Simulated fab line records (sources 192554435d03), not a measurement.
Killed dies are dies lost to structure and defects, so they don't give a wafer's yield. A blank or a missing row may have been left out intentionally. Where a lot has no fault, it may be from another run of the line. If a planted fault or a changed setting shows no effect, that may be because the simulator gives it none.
The tool behind it: which one? + flow n5 finfet + 72 wafers from 24 lots sampled at 5 of the route's 1938 steps

WHAT THE GAUGES READ, wafer by wafer
N5_BEOL_M7_INSPECT_13: inspects for defects (brightfield). Usual: 420 for raw defect count, sd 100.
| lot  | measured     | on                | raw defect count | flag |
|------|--------------|-------------------|------------------|------|
| L074 | day 9 03:52  | defect inspect-01 | 322 291 229      |      |
| L075 | day 10 03:33 | defect inspect-01 | 267 358 243      |      |
| L076 | day 10 06:30 | defect inspect-01 | 336 377 417      |      |
| L078 | day 10 10:23 | defect inspect-01 | 301 382 514      |      |
| L077 | day 10 10:32 | defect inspect-01 | 602 298 435      |      |
| L079 | day 10 18:37 | defect inspect-02 | 508 432 463      |      |
| L080 | day 10 19:25 | defect inspect-02 | 442 393 495      |      |
| L081 | day 10 21:58 | defect inspect-01 | 454 482 536      |      |
| L082 | day 11 06:32 | defect inspect-02 | 333 427 401      |      |
| L083 | day 11 12:49 | defect inspect-02 | 333 290 348      |      |
| L084 | day 11 15:53 | defect inspect-01 | 460 462 504      |      |
| L085 | day 12 01:07 | defect inspect-02 | 319 506 266      |      |
| L086 | day 12 13:06 | defect inspect-01 | 512 600 690      |      |
| L087 | day 12 21:01 | defect inspect-01 | 463 446 549      |      |
| L088 | day 12 21:20 | defect inspect-02 | 579 515 628      |      |
| L090 | day 13 05:13 | defect inspect-01 | 356 386 214      |      |
| L089 | day 13 10:33 | defect inspect-01 | 524 509 540      |      |
| L091 | day 13 15:49 | defect inspect-02 | 221 297 376      |      |
| L093 | day 14 00:42 | defect inspect-02 | 478 556 405      |      |
| L092 | day 14 03:39 | defect inspect-02 | 432 373 419      |      |
| L095 | day 14 08:06 | defect inspect-02 | 314 303 425      |      |
| L094 | day 14 08:19 | defect inspect-01 | 316 426 345      |      |
| L096 | day 14 14:32 | defect inspect-02 | 271 411 609      |      |
| L097 | day 15 08:32 | defect inspect-01 | 349 698 620      |      |

N5_BEOL_M7_CD_MEAS_28: target cd 40 nm. Usual: 39.96 nm for cd nm, sd 0.22.
| lot  | measured     | on        | cd nm (nm)        | flag |
|------|--------------|-----------|-------------------|------|
| L074 | day 9 06:35  | cd sem-03 | 39.99 40.23 40.22 |      |
| L075 | day 10 04:56 | cd sem-03 | 40.19 40.19 40.17 |      |
| L076 | day 10 09:34 | cd sem-03 | 40.04 39.85 39.73 |      |
| L078 | day 10 11:17 | cd sem-01 | 39.70 39.98 39.62 |      |
| L077 | day 10 11:26 | cd sem-02 | 40.50 40.21 40.11 |      |
| L079 | day 10 20:30 | cd sem-01 | 40.01 40.22 39.46 |      |
| L080 | day 10 20:32 | cd sem-02 | 39.99 39.91 40.21 |      |
| L081 | day 11 00:22 | cd sem-01 | 40.09 39.53 39.69 |      |
| L082 | day 11 08:04 | cd sem-01 | 40.21 39.66 40.07 |      |
| L083 | day 11 14:28 | cd sem-03 | 39.68 39.75 40.25 |      |
| L084 | day 11 17:41 | cd sem-03 | 39.99 39.96 40.00 |      |
| L085 | day 12 03:05 | cd sem-02 | 40.09 40.03 40.30 |      |
| L086 | day 12 14:08 | cd sem-03 | 39.82 40.06 40.11 |      |
| L087 | day 12 22:04 | cd sem-03 | 39.89 39.78 39.77 |      |
| L088 | day 13 00:31 | cd sem-01 | 39.71 39.43 39.82 |      |
| L090 | day 13 07:40 | cd sem-03 | 39.92 39.85 40.18 |      |
| L089 | day 13 15:15 | cd sem-03 | 40.05 39.57 39.70 |      |
| L091 | day 13 20:02 | cd sem-01 | 39.78 39.49 39.74 |      |
| L093 | day 14 02:34 | cd sem-01 | 39.96 39.44 39.91 |      |
| L092 | day 14 06:59 | cd sem-02 | 40.15 39.83 40.11 |      |
| L095 | day 14 10:10 | cd sem-02 | 39.82 40.19 39.95 |      |
| L094 | day 14 10:08 | cd sem-03 | 39.88 40.07 40.10 |      |
| L096 | day 14 17:08 | cd sem-01 | 39.77 39.30 39.89 |      |
| L097 | day 15 11:11 | cd sem-03 | 39.90 39.79 39.82 |      |

TOOL THAT RAN EACH LOT (tool first, then ch and the chambers of the sampled wafers, then the start)
| lot  | N5_BEOL_M6_SPUTTER_48        | N5_BEOL_M7_HM_DEP_02         | N5_BEOL_M7_STRIP_67                |
|------|------------------------------|------------------------------|------------------------------------|
| L074 | pvd sputter-01, day 9 00:24  | pvd sputter-03, day 9 03:19  | rie diel-02 ch 0,1,3, day 9 04:08  |
| L075 | pvd sputter-02, day 9 23:58  | pvd sputter-01, day 10 03:07 | rie diel-03 ch 0,2,3, day 10 03:59 |
| L076 | pvd sputter-01, day 10 01:38 | pvd sputter-01, day 10 05:56 | rie diel-03 ch 0,1,3, day 10 06:46 |
| L078 | pvd sputter-01, day 10 05:08 | pvd sputter-02, day 10 09:50 | rie diel-02 ch 0,2, day 10 10:39   |
| L077 | pvd sputter-01, day 10 05:34 | pvd sputter-02, day 10 09:56 | rie diel-01 ch 0,3, day 10 10:53   |
| L079 | pvd sputter-02, day 10 14:53 | pvd sputter-02, day 10 18:12 | rie diel-01 ch 0,2, day 10 19:02   |
| L080 | pvd sputter-01, day 10 16:18 | pvd sputter-01, day 10 18:52 | rie diel-01 ch 0,1, day 10 19:43   |
| L081 | pvd sputter-01, day 10 19:07 | pvd sputter-01, day 10 21:25 | rie diel-01 ch 0,1,2, day 10 22:14 |
| L082 | pvd sputter-01, day 11 03:55 | pvd sputter-01, day 11 06:06 | rie diel-03 ch 1,2, day 11 06:49   |
| L083 | pvd sputter-01, day 11 09:52 | pvd sputter-03, day 11 12:23 | rie diel-03 ch 1,3, day 11 13:05   |
| L084 | pvd sputter-02, day 11 12:58 | pvd sputter-03, day 11 15:20 | rie diel-02 ch 2,3, day 11 16:23   |
| L085 | pvd sputter-03, day 11 21:53 | pvd sputter-01, day 12 00:34 | rie diel-02 ch 2,3, day 12 01:23   |
| L086 | pvd sputter-03, day 12 09:50 | pvd sputter-03, day 12 12:33 | rie diel-01 ch 1,2,3, day 12 13:23 |
| L087 | pvd sputter-01, day 12 15:46 | pvd sputter-02, day 12 20:28 | rie diel-01 ch 0,2,3, day 12 21:17 |
| L088 | pvd sputter-02, day 12 16:29 | pvd sputter-03, day 12 20:46 | rie diel-02 ch 1,2,3, day 12 22:01 |
| L090 | pvd sputter-02, day 13 01:49 | pvd sputter-02, day 13 04:39 | rie diel-01 ch 1,2,3, day 13 05:33 |
| L089 | pvd sputter-02, day 13 07:20 | pvd sputter-01, day 13 10:07 | rie diel-02 ch 1,3, day 13 10:49   |
| L091 | pvd sputter-03, day 13 10:14 | pvd sputter-01, day 13 15:16 | rie diel-01 ch 0,1,3, day 13 16:25 |
| L093 | pvd sputter-01, day 13 22:07 | pvd sputter-02, day 14 00:16 | rie diel-01 ch 0,1,2, day 14 01:01 |
| L092 | pvd sputter-02, day 14 00:22 | pvd sputter-01, day 14 03:06 | rie diel-01 ch 0,2,3, day 14 03:55 |
| L095 | pvd sputter-02, day 14 04:45 | pvd sputter-01, day 14 07:40 | rie diel-02 ch 0,1,3, day 14 08:22 |
| L094 | pvd sputter-01, day 14 04:56 | pvd sputter-01, day 14 07:46 | rie diel-03 ch 0,1,2, day 14 08:38 |
| L096 | pvd sputter-02, day 14 11:19 | pvd sputter-02, day 14 13:58 | rie diel-01 ch 0,1,3, day 14 14:48 |
| L097 | pvd sputter-02, day 15 04:52 | pvd sputter-02, day 15 07:58 | rie diel-03 ch 1,2,3, day 15 09:01 |
- N5_BEOL_M6_SPUTTER_48: material Cu, target thk 10 nm, time 1.667 s.
- N5_BEOL_M7_HM_DEP_02: deposits TiN, target thk 20 nm.
- N5_BEOL_M7_STRIP_67: strips in CF4.

WHAT THE TOOLS THEMSELVES READ (means of the sampled wafers that have a number; where no wafer has one, the mark that the record gives instead)
N5_BEOL_M6_SPUTTER_48. Usual: substrate temp c -20.00 C, standard deviation 0.1; throttle valve pct 30.0 %, standard deviation 1.3.
| lot  | tool           | substrate temp c (C) | throttle valve pct (%) | flag |
|------|----------------|----------------------|------------------------|------|
| L074 | pvd sputter-01 | -19.99               | 30.0                   |      |
| L075 | pvd sputter-02 | -20.08               | 30.8                   |      |
| L076 | pvd sputter-01 | -19.91               | 29.5                   |      |
| L078 | pvd sputter-01 | -20.02               | 29.9                   |      |
| L077 | pvd sputter-01 | -20.00               | 29.5                   |      |
| L079 | pvd sputter-02 | -20.00               | 30.0                   |      |
| L080 | pvd sputter-01 | -20.07               | 30.0                   |      |
| L081 | pvd sputter-01 | -19.99               | 29.7                   |      |
| L082 | pvd sputter-01 | -19.99               | 29.6                   |      |
| L083 | pvd sputter-01 | -20.00               | 29.4                   |      |
| L084 | pvd sputter-02 | -20.08               | 30.0                   |      |
| L085 | pvd sputter-03 | -20.14               | 30.4                   |      |
| L086 | pvd sputter-03 | -19.91               | 30.7                   |      |
| L087 | pvd sputter-01 | -20.10               | 29.3                   |      |
| L088 | pvd sputter-02 | -19.96               | 31.5                   |      |
| L090 | pvd sputter-02 | -19.94               | 29.3                   |      |
| L089 | pvd sputter-02 | -19.92               | 29.6                   |      |
| L091 | pvd sputter-03 | -19.93               | 30.1                   |      |
| L093 | pvd sputter-01 | -19.99               | 29.3                   |      |
| L092 | pvd sputter-02 | -19.98               | 31.5                   |      |
| L095 | pvd sputter-02 | -19.96               | 30.7                   |      |
| L094 | pvd sputter-01 | -19.98               | 29.5                   |      |
| L096 | pvd sputter-02 | -20.13               | 30.5                   |      |
| L097 | pvd sputter-02 | -20.00               | 30.8                   |      |

N5_BEOL_M7_HM_DEP_02. Usual: substrate temp c 25.02 C, standard deviation 0.091; throttle valve pct 30.0 %, standard deviation 1.2.
| lot  | tool           | substrate temp c (C) | throttle valve pct (%) | flag |
|------|----------------|----------------------|------------------------|------|
| L074 | pvd sputter-03 | 24.96                | 29.8                   |      |
| L075 | pvd sputter-01 | 24.94                | 29.7                   |      |
| L076 | pvd sputter-01 | 24.98                | 30.0                   |      |
| L078 | pvd sputter-02 | 25.03                | 30.8                   |      |
| L077 | pvd sputter-02 | 24.97                | 30.0                   |      |
| L079 | pvd sputter-02 | 25.02                | 28.3                   |      |
| L080 | pvd sputter-01 | 24.94                | 29.9                   |      |
| L081 | pvd sputter-01 | 25.02                | 30.0                   |      |
| L082 | pvd sputter-01 | 24.94                | 29.9                   |      |
| L083 | pvd sputter-03 | 25.04                | 30.5                   |      |
| L084 | pvd sputter-03 | 25.05                | 30.5                   |      |
| L085 | pvd sputter-01 | 25.04                | 29.9                   |      |
| L086 | pvd sputter-03 | 24.94                | 30.5                   |      |
| L087 | pvd sputter-02 | 25.00                | 31.6                   |      |
| L088 | pvd sputter-03 | 24.99                | 30.6                   |      |
| L090 | pvd sputter-02 | 24.97                | 29.3                   |      |
| L089 | pvd sputter-01 | 24.99                | 29.8                   |      |
| L091 | pvd sputter-01 | 24.98                | 29.6                   |      |
| L093 | pvd sputter-02 | 25.08                | 30.8                   |      |
| L092 | pvd sputter-01 | 25.05                | 29.9                   |      |
| L095 | pvd sputter-01 | 25.15                | 29.5                   |      |
| L094 | pvd sputter-01 | 25.04                | 29.7                   |      |
| L096 | pvd sputter-02 | 25.02                | 29.4                   |      |
| L097 | pvd sputter-02 | 24.95                | 29.4                   |      |

N5_BEOL_M7_STRIP_67. Usual: bias power w 74.98 W, standard deviation 0.22; drypump motor current A 5.9 A, standard deviation 0.38; oes product au 0.79 a.u., standard deviation 0.079; rf vpp V 270.6 V, standard deviation 1.6; showerhead plenum p Torr 1.78 Torr, standard deviation 0.059; throttle valve pct 13.65 %, standard deviation 0.19.
| lot  | tool        | bias power w (W) | drypump motor current A (A) | oes product au (a.u.) | rf vpp V (V) | showerhead plenum p Torr (Torr) | throttle valve pct (%) | flag |
|------|-------------|------------------|-----------------------------|-----------------------|--------------|---------------------------------|------------------------|------|
| L074 | rie diel-02 | 74.82            | 5.9                         | 0.77                  | 269.8        | 1.77                            | 13.64                  |      |
| L075 | rie diel-03 | 74.94            | 5.8                         | 0.77                  | 272.7        | 1.82                            | 13.59                  |      |
| L076 | rie diel-03 | 75.08            | 5.9                         | 0.80                  | 270.1        | 1.79                            | 13.47                  |      |
| L078 | rie diel-02 | 75.03            | 6.6                         | 0.69                  | 269.9        | 1.75                            | 13.82                  |      |
| L077 | rie diel-01 | 74.93            | 5.9                         | 0.75                  | 271.0        | 1.80                            | 13.72                  |      |
| L079 | rie diel-01 | 75.10            | 5.8                         | 0.82                  | 271.6        | 1.81                            | 13.67                  |      |
| L080 | rie diel-01 | 75.01            | 6.2                         | 0.82                  | 270.5        | 1.77                            | 13.72                  |      |
| L081 | rie diel-01 | 75.05            | 5.9                         | 0.85                  | 271.2        | 1.80                            | 13.68                  |      |
| L082 | rie diel-03 | 74.80            | 6.0                         | 0.72                  | 269.4        | 1.73                            | 13.84                  |      |
| L083 | rie diel-03 | 74.81            | 5.8                         | 0.79                  | 272.0        | 1.81                            | 13.30                  |      |
| L084 | rie diel-02 | 75.39            | 6.2                         | 0.73                  | 269.3        | 1.71                            | 13.81                  |      |
| L085 | rie diel-02 | 74.98            | 5.8                         | 0.76                  | 269.0        | 1.72                            | 13.75                  |      |
| L086 | rie diel-01 | 74.93            | 5.9                         | 0.82                  | 271.1        | 1.79                            | 13.70                  |      |
| L087 | rie diel-01 | 74.89            | 5.8                         | 0.78                  | 271.6        | 1.80                            | 13.72                  |      |
| L088 | rie diel-02 | 75.08            | 6.0                         | 0.74                  | 269.7        | 1.72                            | 13.73                  |      |
| L090 | rie diel-01 | 75.07            | 5.9                         | 0.81                  | 270.1        | 1.79                            | 13.73                  |      |
| L089 | rie diel-02 | 75.06            | 5.7                         | 0.77                  | 269.5        | 1.73                            | 13.63                  |      |
| L091 | rie diel-01 | 75.03            | 6.1                         | 0.76                  | 270.7        | 1.77                            | 13.78                  |      |
| L093 | rie diel-01 | 75.16            | 5.9                         | 0.81                  | 271.6        | 1.79                            | 13.72                  |      |
| L092 | rie diel-01 | 75.02            | 5.8                         | 0.78                  | 271.0        | 1.80                            | 13.74                  |      |
| L095 | rie diel-02 | 74.99            | 5.9                         | 0.82                  | 271.0        | 1.76                            | 13.53                  |      |
| L094 | rie diel-03 | 75.01            | 6.0                         | 0.83                  | 269.9        | 1.74                            | 13.60                  |      |
| L096 | rie diel-01 | 74.98            | 6.1                         | 0.75                  | 271.0        | 1.77                            | 13.79                  |      |
| L097 | rie diel-03 | 74.93            | 5.9                         | 0.82                  | 270.8        | 1.76                            | 13.44                  |      |

THE ANSWER, worked out from the rows above alone
Rule: a lot is off if the mean of its wafers that have a number lies more than 3 standard deviations from the usual mean. Also off: a lot with no number at a reading for which 4 or more lots have one. The other lots that the step has rows for count as sound. Order of review: gauges by route order, followed by the tools' own readings, for which a lot's mean as printed above is used. At the first step where some lot is off, the reading lying furthest off is the one used; lots without a number count as furthest.
Nothing can be told from this: no lot is off at any reading shown.

WHAT THE SIMULATOR HAD INSERTED
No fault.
